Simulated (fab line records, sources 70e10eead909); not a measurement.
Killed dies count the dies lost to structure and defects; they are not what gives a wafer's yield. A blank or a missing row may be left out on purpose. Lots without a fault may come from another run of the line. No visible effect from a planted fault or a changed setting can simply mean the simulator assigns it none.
Matching of chambers    flow nand harc    4 sister chambers for NHARC_A_CHANNEL_FILL_D1_ALD_25 on ald hk-04
The step deposits SiOx, target thk 60 nm, pulse time 10 s, ald cycles 600. 14 wafers are shown with their chamber, then 7 later ones without.

## WAFERS WITH THEIR CHAMBER
wafer   chamber  heater power outer w (W)  heater power w (W)  precursor pulse height rel
L080.4  3        281                       513                 1.002
L080.1  2        319                       560                 0.997
L080.5  3        279                       522                 1.009
L085.3  2        332                       564                 1.018
L085.1  0        282                       532                 1.003
L085.5  3        271                       517                 0.969
L087.4  1        299                       535                 0.978
L087.2  3        279                       511                 0.955
L087.6  1        297                       562                 0.976
L089.2  3        274                       524                 0.991
L089.3  1        302                       540                 0.980
L089.5  0        285                       544                 1.016
L090.1  2        323                       565                 1.032
L090.2  0        281                       540                 1.017

SIGNATURES (averages over the wafers above)
reading                     chamber 0  chamber 1  chamber 2  chamber 3  scatter within a chamber
heater power outer w        282.67     299.33     324.67     276.80     4.23
heater power w              538.67     545.67     563.00     517.40     7.92
precursor pulse height rel  1.01200    0.97800    1.01567    0.98520    0.0168
Rule: for a wafer and a chamber, the distance is found by dividing, reading by reading, the gap between the wafer's reading and the chamber's mean by the reading's scatter, squaring, summing and taking the root. The wafer belongs to the nearest chamber; if the next one is less than 2 further off, it can't be placed. The scatter: the root of (the sum of the squares of (reading less its chamber's mean) over the shown wafers, divided by (wafers less chambers)).

## WAFERS WITHOUT THEIR CHAMBER
wafer   heater power outer w (W)  heater power w (W)  precursor pulse height rel
L090.6  280                       508                 0.976
L091.2  293                       545                 0.985
L091.3  300                       531                 1.004
L091.5  281                       525                 0.985
L093.4  281                       521                 0.988
L093.5  315                       558                 0.984
L093.6  282                       516                 0.975

## WHICH CHAMBER EACH WENT THROUGH
wafer   from the rows above      in truth
L090.6  3                        3
L091.2  can't be placed: 1 or 0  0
L091.3  can't be placed: 1 or 0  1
L091.5  can't be placed: 3 or 0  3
L093.4  can't be placed: 3 or 0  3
L093.5  can't be placed: 2 or 1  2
L093.6  3                        3
2 of 7 placed correctly. Cannot be placed on the basis of these rows: 5; the candidates contain the true chamber in 5. Number placed wrongly: 0.
